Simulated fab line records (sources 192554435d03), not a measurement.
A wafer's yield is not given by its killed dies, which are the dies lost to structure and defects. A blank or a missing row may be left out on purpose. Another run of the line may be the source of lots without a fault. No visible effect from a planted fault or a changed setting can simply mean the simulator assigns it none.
Chamber matching -- flow n5 finfet -- 4 sister chambers for N5_BEOL_M13_ETCH_38 on rie diel-02
The step etches SiCN in CF4/N2, target depth 67.5 nm, time 71.9 s. 8 wafers are shown with their chamber, then 10 later ones without.

## EACH WAFER AND ITS CHAMBER
wafer,chamber,drypump motor current A (A),throttle valve pct (%)
L075.6,2,6.4,15.63
L078.6,2,6.5,15.62
L081.5,1,5.7,15.34
L085.1,0,5.4,14.98
L085.4,3,5.4,15.62
L085.5,0,5.4,14.97
L084.3,1,5.7,15.34
L084.4,3,5.4,15.62

## WAFERS WHOSE CHAMBER IS MISSING
wafer,drypump motor current A (A),throttle valve pct (%)
L084.5,6.4,15.66
L095.1,5.7,15.38
L095.4,5.4,15.01
L095.5,5.7,15.35
L097.1,6.4,15.72
L097.2,5.7,15.38
L097.6,5.7,15.39
L096.1,6.4,15.69
L096.2,5.7,15.41
L096.3,5.4,15.69

## WHICH CHAMBER EACH WENT THROUGH
wafer,from the rows above,in truth
L084.5,2,2
L095.1,1,1
L095.4,0,0
L095.5,1,1
L097.1,2,2
L097.2,1,1
L097.6,1,1
L096.1,2,2
L096.2,1,1
L096.3,3,3
10 of 10 placed correctly. Left unplaced by these rows: 0. Placed wrongly: 0.
How it was worked out, from the rows above alone: a wafer's distance from a chamber is the root of the sum, over the readings, of the square of ((its reading less the chamber's mean) divided by the reading's scatter). The wafer belongs to the nearest chamber; if the next one is less than 2 further off, it can't be placed. The mean given for a chamber averages the wafers shown for that chamber. The scatter: the root of (the sum of the squares of (reading less its chamber's mean) over the shown wafers, divided by (wafers less chambers)).
